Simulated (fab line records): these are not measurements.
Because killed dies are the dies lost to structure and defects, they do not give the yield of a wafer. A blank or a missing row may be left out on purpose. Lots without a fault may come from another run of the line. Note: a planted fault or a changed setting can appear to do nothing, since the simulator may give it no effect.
Chamber matching | flow n5-finfet | cvd-co-02 running N5_BEOL_M0_PRE_CLEAN_131: 3 sister chambers
The step time 15 s. 3 wafers are shown with their chamber, then 12 later ones without.

WAFERS WITH THEIR CHAMBER
wafer  | chamber | heater-power-w (W)
L092.4 | 1       | 77
L092.5 | 2       | 89
L092.6 | 0       | 76

WAFERS WITHOUT THEIR CHAMBER
wafer  | heater-power-w (W)
L093.3 | 75
L093.4 | 86
L093.6 | 76
L094.1 | 75
L094.4 | 77
L094.5 | 76
L095.1 | 77
L095.4 | 75
L095.6 | 84
L097.1 | 76
L097.2 | 77
L097.5 | 77

EACH ONE'S CHAMBER
wafer  | from the rows above          | in truth
L093.3 | can't be placed: 0 or 1      | 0
L093.4 | 2                            | 2
L093.6 | can't be placed: 0 or 1      | 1
L094.1 | can't be placed: 0 or 1      | 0
L094.4 | can't be placed: 1 or 0      | 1
L094.5 | can't be placed: 0 or 1      | 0
L095.1 | can't be placed: 1 or 0      | 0
L095.4 | can't be placed: 0 or 1      | 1
L095.6 | can't be placed: 2 or 1 or 0 | 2
L097.1 | can't be placed: 0 or 1      | 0
L097.2 | can't be placed: 1 or 0      | 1
L097.5 | can't be placed: 1 or 0      | 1
Correct placement for 1 of the 12. These rows do not allow placing 11 (true chamber among the candidates in 11). Wrongly placed: 0.
How it was worked out, from the rows above alone: a wafer's distance from a chamber is the root of the sum, over the readings, of the square of ((its reading less the chamber's mean) divided by the reading's scatter). If the next closest chamber is less than 2 further off than the closest, the wafer can't be placed; otherwise it belongs to the closest. A chamber's mean is the mean of its shown wafers. The scatter: root of mean squared gap, hidden wafer to nearest shown wafer, with one shown wafer a chamber.
